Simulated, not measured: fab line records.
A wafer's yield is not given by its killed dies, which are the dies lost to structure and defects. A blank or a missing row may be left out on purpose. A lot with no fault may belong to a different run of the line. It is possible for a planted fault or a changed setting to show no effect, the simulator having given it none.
Matching of chambers / flow nand harc / 3 sister chambers for NHARC_A_STAIRCASE_DEP_417 on pecvd-04
The step deposits Si3N4, target thk 60 nm. 14 wafers are shown with their chamber, then 7 later ones without.

## WAFERS, EACH WITH ITS CHAMBER
wafer=L076.1; chamber=0; heater power w (W)=582
wafer=L076.4; chamber=2; heater power w (W)=689
wafer=L076.6; chamber=1; heater power w (W)=690
wafer=L078.2; chamber=0; heater power w (W)=680
wafer=L078.4; chamber=1; heater power w (W)=733
wafer=L078.6; chamber=0; heater power w (W)=693
wafer=L080.3; chamber=1; heater power w (W)=631
wafer=L080.4; chamber=2; heater power w (W)=623
wafer=L080.6; chamber=1; heater power w (W)=625
wafer=L081.1; chamber=2; heater power w (W)=677
wafer=L081.4; chamber=2; heater power w (W)=695
wafer=L081.5; chamber=1; heater power w (W)=667
wafer=L091.3; chamber=0; heater power w (W)=661
wafer=L091.4; chamber=2; heater power w (W)=695

SIGNATURES (averages over the wafers above)
reading=heater power w; chamber 0=654.00; chamber 1=669.20; chamber 2=675.80; scatter within a chamber=41.6
Rule: for a wafer and a chamber, the distance is found by dividing, reading by reading, the gap between the wafer's reading and the chamber's mean by the reading's scatter, squaring, summing and taking the root. If the next closest chamber is less than 2 further off than the closest, the wafer can't be placed; otherwise it belongs to the closest. The scatter is the square root of a quotient: the sum, over the shown wafers, of each reading's squared deviation from its chamber's mean, divided by wafers minus chambers.

## WAFERS WITH NO CHAMBER GIVEN
wafer=L091.5; heater power w (W)=706
wafer=L096.3; heater power w (W)=674
wafer=L096.4; heater power w (W)=650
wafer=L096.5; heater power w (W)=638
wafer=L097.3; heater power w (W)=610
wafer=L097.5; heater power w (W)=606
wafer=L097.6; heater power w (W)=760

## CHAMBER TAKEN BY EACH
wafer=L091.5; from the rows above=can't be placed: 2 or 1 or 0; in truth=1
wafer=L096.3; from the rows above=can't be placed: 2 or 1 or 0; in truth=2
wafer=L096.4; from the rows above=can't be placed: 0 or 1 or 2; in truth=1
wafer=L096.5; from the rows above=can't be placed: 0 or 1 or 2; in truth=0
wafer=L097.3; from the rows above=can't be placed: 0 or 1 or 2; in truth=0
wafer=L097.5; from the rows above=can't be placed: 0 or 1 or 2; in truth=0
wafer=L097.6; from the rows above=can't be placed: 2 or 1 or 0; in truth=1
Placed correctly: 0 of 7. These rows do not allow placing 7 (true chamber among the candidates in 7). Placed wrongly: 0.
